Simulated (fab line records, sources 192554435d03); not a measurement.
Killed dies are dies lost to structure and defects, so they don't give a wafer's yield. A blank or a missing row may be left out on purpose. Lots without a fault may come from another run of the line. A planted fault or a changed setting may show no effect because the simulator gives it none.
fab line records | flow n5_finfet
record lots=11 wafers=33 last_day=18
route steps=1938 shown MOL_CONTACT_COAG@529 PASSIVATION@1936
lots that met no fault: from a run of the same line without faults
start_h: hours from the record's first day to the start of the lot's first wafer shown | wait_h: hours since the lot's step before | " the same as in the row above | L1.1+2: a row that stands for several wafers | - no value, or no start given | * or withheld: withheld | < > ~ a bound
route shown NAME@n: a module of which the file shows steps, and the number in the route of the first | usual: mean/standard deviation of fault-free wafers | same: alike in all rows | chamber/n: place in a boat | sites: the reading at each site | _std_site: their standard deviation | _edge_site: outer sites' mean less inner sites' | radius_mm: how far each site lies from the wafer's centre | mask NAME#n: copy n | behind: the tool/chamber that last shaped the wafer | hold: why the lot was held/for how many hours/how that ended | device: the transistor (n, p or np) that didn't switch | end of line: the same wafers' tests at the end of the route | a step without rows: its recipe alone | killed: dies lost to structure and defects at the first sort, not the wafer's yield | map: a wafer's dies, x killed, . not, _ none there
set.NAME: the setting as run; set.NAME@STEP: as run at that earlier step | model.NAME: the simulator's own value behind a step, which no gauge read
steps of the route over a sample of lots; a table a step, a row a wafer
services: from which hour (start_h, from the record's first day; less than 0 if before it) a tool's chamber was out of use, for how many hours, and why
## steps
# step N5_MOL_CONTACT_COAG_DESCUM_13
# recipe chemistry=O2 time_s=7 source_power_w=50 bias_power_w=20 pressure_mtorr=20 rf_frequency_hz=2.712e+07 temp_c=40 resist=CAR-EUV o2_flow_sccm=225
# usual drypump_motor_current_A=5.6/0.53 oes_product_au=0.84/0.092 rf_vpp_V=243.7/1.6 showerhead_plenum_p_Torr=2.13/0.089 throttle_valve_pct=20.36/0.16
# columns lot.wafer tool chamber start_h wait_h drypump_motor_current_A oes_product_au rf_hours_counter_h rf_vpp_V showerhead_plenum_p_Torr throttle_valve_pct
L962.1 rie_diel-03 2 87.46 0.0 5.3 0.75 175 242.7 1.99 20.45
L962.4 " 0 " " 5.5 0.70 222 241.5 2.06 20.34
L962.6 " 3 " " 4.9 0.75 - 243.4 2.17 20.70
L967.4 rie_diel-03 3 119.29 0.0 4.8 0.72 186 243.8 2.17 20.71
L967.5 " 1 " " 6.5 0.90 - 244.5 2.22 20.31
L967.6 " 2 " " 5.3 0.73 - 241.6 1.99 20.45
L969.1 rie_diel-03 1 129.21 0.0 6.5 0.90 38 244.4 2.22 20.32
L969.4 " 0 " " 5.5 0.68 - 244.5 2.05 20.36
L969.5 " 1 " " 6.5 0.90 - 246.2 2.22 20.30
L970.1 rie_diel-03 3 136.77 0.7 4.8 0.73 193 244.4 2.17 20.73
L970.5 " 3 " " 4.8 0.73 - 242.8 2.17 20.72
L970.6 " 0 " " 5.5 0.69 - 242.5 2.05 20.36
L971.1 rie_diel-03 3 143.61 0.0 4.8 0.72 196 244.1 2.17 20.73
L971.4 " 1 " " 6.5 0.90 42 247.2 2.22 20.31
L971.6 " 1 " " 6.5 0.90 - 244.4 2.22 20.33
L975.4 rie_diel-04 2 169.06 0.0 6.1 0.82 86 244.5 2.12 20.24
L975.5 " 1 " " 5.0 0.91 - 244.8 2.23 20.11
L975.6 " 2 " " 6.1 0.81 - 243.5 2.12 20.25
L976.1 rie_diel-01 2 181.46 1.1 5.3 0.92 19 246.1 2.23 20.28
L976.4 " 1 " " 5.1 0.89 36 246.4 2.22 20.36
L976.6 " 3 " " 6.3 0.89 - 243.1 2.05 20.47
L978.1 rie_diel-04 2 185.60 0.0 6.1 0.81 93 243.6 2.12 20.27
L978.5 " 2 " " 6.1 0.80 - 244.3 2.12 20.24
L978.6 " 0 " " 5.3 0.88 - 242.4 2.04 20.31
L979.2 rie_diel-04 1 194.79 0.0 5.0 0.87 29 245.3 2.23 20.10
L979.3 " 0 " " 5.3 0.88 44 242.9 2.04 20.30
L979.4 " 2 " " 6.1 0.79 - 242.0 2.12 20.26
L982.2 rie_diel-04 3 208.22 0.0 6.0 1.00 2 246.0 2.23 20.33
L982.4 " 1 " " 5.0 0.87 34 244.7 2.22 20.11
L982.5 " 2 " " 6.1 0.80 - 243.1 2.12 20.28
L984.2 rie_diel-04 0 222.51 0.0 5.4 0.87 54 241.7 2.04 20.33
L984.4 " 2 " " 6.1 0.79 106 242.0 2.12 20.29
L984.6 " 0 " " 5.3 0.86 - 242.8 2.04 20.32
# step N5_MOL_CONTACT_COAG_CONTACT_ETCH_14
# recipe chemistry=C4F6/O2 target=SiO2 target_depth_a=275 overetch_a=85 mask_material=SOC pressure_mtorr=30 source_w=370 bias_w=185 Ar_flow_sccm=300 C4F6_flow_sccm=16 O2_flow_sccm=10 time_s=20 ion_energy_ev=259.6
# usual bias_w=185.0/0.53 drypump_motor_current_A=5.6/0.53 oes_product_au=0.71/0.073 rf_vpp_V=694/3.9 showerhead_plenum_p_Torr=2.93/0.11 throttle_valve_pct=21.21/0.19
# columns lot.wafer tool chamber start_h wait_h bias_w drypump_motor_current_A oes_product_au rf_hours_counter_h rf_vpp_V showerhead_plenum_p_Torr throttle_valve_pct
L962.1 rie_diel-03 2 87.64 0.0 185.2 5.3 0.63 175 688 2.77 21.39
L962.4 " 0 " " 185.8 5.5 0.59 222 691 2.83 21.15
L962.6 " 3 " " 185.5 4.8 0.64 - 695 2.98 21.54
L967.4 rie_diel-03 3 119.47 0.0 185.0 4.8 0.63 187 696 2.98 21.55
L967.5 " 1 " " 185.0 6.5 0.76 - 699 3.05 21.19
L967.6 " 2 " " 185.3 5.3 0.63 - 689 2.76 21.39
L969.1 rie_diel-03 1 129.39 0.0 185.3 6.4 0.75 38 698 3.05 21.18
L969.4 " 0 " " 185.2 5.5 0.59 - 691 2.83 21.18
L969.5 " 1 " " 184.3 6.4 0.75 - 698 3.05 21.19
L970.1 rie_diel-03 3 136.96 0.0 184.7 4.9 0.63 193 696 2.98 21.58
L970.5 " 3 " " 185.3 4.9 0.62 - 696 2.98 21.57
L970.6 " 0 " " 185.6 5.5 0.59 - 691 2.83 21.18
L971.1 rie_diel-03 3 143.80 0.0 185.3 4.8 0.62 196 696 2.98 21.57
L971.4 " 1 " " 184.6 6.4 0.74 42 699 3.05 21.21
L971.6 " 1 " " 184.6 6.5 0.74 - 698 3.05 21.21
L975.4 rie_diel-04 2 169.25 0.0 184.8 6.1 0.69 86 693 2.91 21.03
L975.5 " 1 " " 185.0 5.1 0.77 - 698 3.04 20.86
L975.6 " 2 " " 186.0 6.1 0.68 - 693 2.91 21.03
L976.1 rie_diel-01 2 181.64 0.0 184.3 5.4 0.78 20 699 3.06 21.15
L976.4 " 1 " " 186.1 5.1 0.75 36 699 3.05 21.24
L976.6 " 3 " " 185.4 6.3 0.76 - 692 2.83 21.32
L978.1 rie_diel-04 2 185.78 0.0 185.5 6.1 0.67 93 694 2.90 21.04
L978.5 " 2 " " 185.4 6.1 0.68 - 694 2.90 21.04
L978.6 " 0 " " 184.8 5.3 0.76 - 690 2.82 21.18
L979.2 rie_diel-04 1 194.97 0.0 183.9 5.0 0.75 29 699 3.04 20.85
L979.3 " 0 " " 185.2 5.3 0.75 44 690 2.82 21.19
L979.4 " 2 " " 186.1 6.1 0.68 - 694 2.90 21.05
L982.2 rie_diel-04 3 208.40 0.0 184.4 6.1 0.83 2 698 3.07 21.24
L982.4 " 1 " " 184.5 5.1 0.74 34 697 3.04 20.88
L982.5 " 2 " " 184.0 6.1 0.67 - 693 2.90 21.05
L984.2 rie_diel-04 0 222.69 0.0 184.5 5.3 0.74 54 690 2.82 21.20
L984.4 " 2 " " 184.1 6.1 0.67 106 693 2.90 21.06
L984.6 " 0 " " 184.7 5.3 0.74 - 692 2.82 21.21
# step N5_MOL_CONTACT_COAG_ETCH_110
# recipe chemistry=CF4/O2 target=Si target_depth_a=25 time_s=8 pressure_mtorr=100 source_w=200 bias_w=12 ion_energy_ev=60 Ar_flow_sccm=100 cf4_flow_sccm=100 O2_flow_sccm=10
# usual bias_w=12.00/0.04 cf4_flow_sccm=100.0/0.3 drypump_motor_current_A=5.6/0.53 oes_product_au=0.83/0.091 rf_vpp_V=128.0/1.8 showerhead_plenum_p_Torr=2.26/0.086 throttle_valve_pct=10.64/0.26
# columns lot.wafer tool chamber start_h wait_h bias_w cf4_flow_sccm drypump_motor_current_A oes_product_au rf_hours_counter_h rf_vpp_V showerhead_plenum_p_Torr throttle_valve_pct
L962.1 rie_diel-03 2 87.74 0.0 12.01 100.6 5.3 0.75 175 127.1 2.13 10.90
L962.4 " 0 " " 12.04 100.5 5.5 0.70 222 127.8 2.20 10.91
L962.6 " 3 " " 12.02 100.5 4.8 0.74 - 127.4 2.30 11.01
L967.4 rie_diel-03 3 119.56 0.0 12.08 99.5 4.8 0.73 187 129.0 2.30 11.03
L967.5 " 1 " " 12.01 99.8 6.5 0.89 - 130.2 2.35 10.52
L967.6 " 2 " " 12.02 100.2 5.3 0.73 - 126.8 2.13 10.91
L969.1 rie_diel-03 1 129.49 0.0 13.63 99.7 6.5 0.93 38 142.2 2.35 10.52
L969.4 " 0 " " 13.63 100.4 5.5 0.72 - 142.2 2.19 10.94
L969.5 " 1 " " 13.61 100.3 6.5 0.93 - 143.9 2.35 10.53
L970.1 rie_diel-03 3 137.05 0.0 13.60 100.1 4.8 0.75 193 143.7 2.30 11.06
L970.5 " 3 " " 13.67 100.2 4.8 0.76 - 143.4 2.30 11.06
L970.6 " 0 " " 13.54 99.6 5.5 0.72 - 141.8 2.19 10.95
L971.1 rie_diel-03 3 143.89 0.0 13.59 100.2 4.8 0.75 196 142.1 2.30 11.06
L971.4 " 1 " " 13.61 100.0 6.5 0.92 42 143.0 2.35 10.54
L971.6 " 1 " " 13.60 100.0 6.5 0.92 - 142.8 2.35 10.54
L975.4 rie_diel-04 2 169.34 0.0 12.05 99.9 6.1 0.81 86 123.8 2.24 10.50
L975.5 " 1 " " 11.99 100.5 5.0 0.90 - 128.7 2.35 10.26
L975.6 " 2 " " 12.06 100.2 6.1 0.81 - 125.2 2.24 10.49
L976.1 rie_diel-01 2 181.73 0.0 11.94 99.3 5.3 0.91 20 129.3 2.36 10.45
L976.4 " 1 " " 12.04 100.2 5.1 0.89 36 129.9 2.36 10.54
L976.6 " 3 " " 11.98 100.0 6.3 0.89 - 126.3 2.18 10.59
L978.1 rie_diel-04 2 185.88 0.0 11.95 99.6 6.1 0.80 93 124.9 2.24 10.52
L978.5 " 2 " " 11.98 100.2 6.1 0.81 - 126.0 2.24 10.53
L978.6 " 0 " " 11.93 100.1 5.3 0.88 - 131.4 2.18 10.48
L979.2 rie_diel-04 1 195.07 0.0 11.99 99.6 5.1 0.87 29 127.9 2.35 10.30
L979.3 " 0 " " 12.03 100.4 5.3 0.87 44 130.2 2.18 10.51
L979.4 " 2 " " 11.98 99.8 6.1 0.80 - 125.1 2.24 10.55
L982.2 rie_diel-04 3 208.50 0.0 12.02 100.0 6.0 1.00 2 127.9 2.37 10.49
L982.4 " 1 " " 12.05 100.3 5.0 0.86 34 126.7 2.35 10.33
L982.5 " 2 " " 11.94 99.8 6.1 0.79 - 126.9 2.24 10.55
L984.2 rie_diel-04 0 222.78 0.0 12.03 100.1 5.3 0.86 54 131.5 2.17 10.54
L984.4 " 2 " " 12.02 100.4 6.1 0.79 106 125.3 2.24 10.58
L984.6 " 0 " " 11.96 100.1 5.3 0.87 - 131.6 2.17 10.54
# step N5_MOL_CONTACT_COAG_SIL_ANNEAL_21
# recipe temp_c=550 time_s=60 ambient=N2
# usual lamp_power_pct=6.61/0.072 lamp_zone_1_pct=6.61/0.072 lamp_zone_2_pct=6.61/0.071 wafer_temp_C_max=551.7/0.35
# columns lot.wafer tool chamber start_h wait_h lamp_power_pct lamp_zone_1_pct lamp_zone_2_pct wafer_temp_C_max
L962.1 rtp_anneal-01 0 89.69 0.2 6.67 6.67 6.67 551.6
L962.4 " 0 " " 6.66 6.66 6.67 551.0
L962.6 " 0 " " 6.68 6.67 6.67 551.6
L967.4 rtp_anneal-02 0 120.97 0.3 6.53 6.53 6.53 552.0
L967.5 " 0 " " 6.52 6.53 6.52 551.4
L967.6 " 0 " " 6.53 6.52 6.53 552.0
L969.1 rtp_anneal-01 0 130.72 0.3 6.67 6.68 6.67 552.2
L969.4 " 0 " " 6.68 6.67 6.66 551.9
L969.5 " 0 " " 6.68 6.66 6.67 551.7
L970.1 rtp_anneal-01 0 138.15 0.2 6.67 6.67 6.67 551.2
L970.5 " 0 " " 6.67 6.67 6.68 551.0
L970.6 " 0 " " 6.68 6.67 6.67 551.6
L971.1 rtp_anneal-02 0 145.39 0.2 6.53 6.53 6.53 552.2
L971.4 " 0 " " 6.52 6.53 6.52 551.9
L971.6 " 0 " " 6.54 6.53 6.53 552.3
L975.4 rtp_anneal-02 0 170.78 0.4 6.52 6.52 6.53 551.9
L975.5 " 0 " " 6.53 6.52 6.52 552.0
L975.6 " 0 " " 6.52 6.53 6.53 552.5
L976.1 rtp_anneal-01 0 183.24 0.2 6.67 6.67 6.68 551.5
L976.4 " 0 " " 6.66 6.68 6.68 551.8
L976.6 " 0 " " 6.67 6.67 6.68 551.6
L978.1 rtp_anneal-01 0 188.13 0.2 6.67 6.67 6.67 551.5
L978.5 " 0 " " 6.68 6.68 6.67 551.5
L978.6 " 0 " " 6.66 6.66 6.66 551.5
L979.2 rtp_anneal-02 0 196.46 0.3 6.53 6.53 6.52 552.3
L979.3 " 0 " " 6.53 6.53 6.54 551.6
L979.4 " 0 " " 6.52 6.53 6.53 551.2
L982.2 rtp_anneal-01 0 210.01 0.2 6.67 6.67 6.67 551.8
L982.4 " 0 " " 6.67 6.67 6.67 551.4
L982.5 " 0 " " 6.67 6.68 6.65 552.1
L984.2 rtp_anneal-01 0 223.93 0.3 6.66 6.67 6.67 551.8
L984.4 " 0 " " 6.68 6.67 6.68 552.0
L984.6 " 0 " " 6.68 6.68 6.67 552.9
# step N5_PASSIVATION_PROBE_49
# usual killed_at_M0_to_M3=36/11 killed_at_M4_up=14/5.6 killed_at_contacts=11/5.6 killed_at_front_end=40/12 killed_at_other=4/3.2 killed_dies=105/17 killed_open=69/12 killed_short=34/8.4
# same gross_dies=1180 killed_at_back_side=0
# columns lot.wafer tool chamber start_h wait_h killed_at_M0_to_M3 killed_at_M4_up killed_at_contacts killed_at_front_end killed_at_other killed_dies killed_open killed_short
L975.4 prober-01 - 382.69 0.2 60 17 8 33 1 119 75 43
L975.5 prober-01 - 382.74 0.2 32 13 15 61 0 121 88 31
L975.6 prober-01 - 382.79 0.3 33 15 7 49 0 104 71 32
L979.2 prober-01 - 414.50 0.1 17 12 11 52 2 94 64 23
L979.3 prober-01 - 414.55 0.1 60 13 10 31 2 116 77 36
L979.4 prober-01 - 414.60 0.2 41 8 10 40 2 101 67 34
# killed by level:class
L975.4 BEOL_M0_SAQP:geometric_particle:open=25 BEOL_M0_SAQP:geometric_particle:short=20 FIN_SAQP:geometric_particle:open=7 MOL_CONTACT_COAG:geometric_particle:open=7 BEOL_M4:geometric_particle:open=5 STARTING-WAFER:geometric_particle:short=5 GATE_CUT:geometric_particle:short=4 BEOL_M2:geometric_particle:open=4
L975.5 FIN_SAQP:geometric_particle:open=30 MOL_CONTACT_COAG:geometric_particle:open=13 BEOL_M0_SAQP:geometric_particle:short=11 BEOL_M0_SAQP:geometric_particle:open=9 STI_FIN_REVEAL:geometric_particle:open=9 FIN_SAQP:geometric_particle:short=7 BEOL_M1:geometric_particle:open=5 STARTING-WAFER:geometric_particle:open=5
L975.6 STI_FIN_REVEAL:geometric_particle:open=21 BEOL_M0_SAQP:geometric_particle:short=12 BEOL_M0_SAQP:geometric_particle:open=11 FIN_SAQP:geometric_particle:open=9 BEOL_M4:geometric_particle:open=7 GATE_CUT:geometric_particle:short=5 MOL_CONTACT_COAG:geometric_particle:open=5 BEOL_M5:geometric_particle:open=5
L979.2 STI_FIN_REVEAL:geometric_particle:open=16 MOL_CONTACT_COAG:geometric_particle:open=8 FIN_SAQP:geometric_particle:open=6 STARTING-WAFER:geometric_particle:open=5 DUMMY_GATE:geometric_particle:open=5 BEOL_M2:geometric_particle:open=5 BEOL_M4:geometric_particle:open=5 HKMG_FIN:area_etch=5
L979.3 BEOL_M0_SAQP:geometric_particle:open=16 BEOL_M0_SAQP:geometric_particle:short=14 BEOL_M2:geometric_particle:open=14 MOL_CONTACT_COAG:geometric_particle:open=9 FIN_SAQP:geometric_particle:open=8 STARTING-WAFER:geometric_particle:short=7 BEOL_M1:geometric_particle:open=6 FIN_SAQP:geometric_particle:short=5
L979.4 BEOL_M0_SAQP:geometric_particle:short=14 DUMMY_GATE:geometric_particle:open=11 FIN_SAQP:geometric_particle:open=9 BEOL_M0_SAQP:geometric_particle:open=9 STI_FIN_REVEAL:geometric_particle:open=8 BEOL_M1:geometric_particle:open=7 MOL_CONTACT_COAG:geometric_particle:open=6 BEOL_M4:geometric_particle:open=5
## services
# columns tool chamber start_h hours kind
rie_diel-01 3 67.95 - clean
rie_diel-01 3 67.95 - consumable_replace:focus_ring
rie_diel-01 3 67.95 17.7 scheduled_down
rie_diel-01 3 67.95 17.7 vent_cycle
rie_diel-01 2 85.67 - clean
rie_diel-01 2 85.67 - consumable_replace:focus_ring
rie_diel-04 1 92.78 - clean
rie_diel-04 1 92.78 - consumable_replace:focus_ring
rie_diel-04 1 92.78 - consumable_replace:showerhead
rie_diel-04 1 92.78 18.6 scheduled_down
rie_diel-04 1 92.78 18.6 vent_cycle
rie_diel-04 3 103.26 4.3 repair
rie_diel-01 - 129.43 10.9 repair
rie_diel-04 3 138.33 9.4 repair
rie_diel-01 2 143.52 8.2 repair
rie_diel-03 0 165.44 - clean
rie_diel-03 0 165.44 - consumable_replace:focus_ring
rie_diel-03 0 165.44 20.8 scheduled_down
rie_diel-03 0 165.44 20.8 vent_cycle
rie_diel-04 3 182.81 - clean
rie_diel-04 3 182.81 - consumable_replace:focus_ring
rie_diel-04 3 182.81 - consumable_replace:showerhead
rie_diel-04 3 182.81 17.6 scheduled_down
rie_diel-04 3 182.81 17.6 vent_cycle
## key
first_sign step=N5_MOL_CONTACT_COAG_ETCH_110 reading=bias_w direction=up sigmas=41 usual=* struck=*
effect step=N5_MOL_CONTACT_COAG_ETCH_110 reading=rf_vpp_V direction=up sigmas=8.2 usual=128.0 struck=142.8
met_at N5_MOL_CONTACT_COAG_ETCH_110
struck_lots L969,L970,L971
rows_end L969.1,L969.4,L969.5,L971.1,L971.4,L971.6
tester_left_out L970
not_acting_at N5_MOL_CONTACT_COAG_DESCUM_13,N5_MOL_CONTACT_COAG_CONTACT_ETCH_14,N5_MOL_CONTACT_COAG_SIL_ANNEAL_21
onset_between 119.56 129.49
fault kind=process_parameter_drift tool=rie_diel-03 chamber=- onset_h=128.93 steps=N5_MOL_CONTACT_COAG_ETCH_110 channel=bias_w offset=* shape=step acts_in=* stated=*
# tester_left_out: of these lots the tester's yield and bins aren't shown, on N5 and GAA mostly nor the transistor test; their killed dies are dies lost to structure and defects alone, not to doping, threshold or leakage, so they don't give the yield
# rows_end: these wafers met a further fault down the route, and their rows from its step on are left out
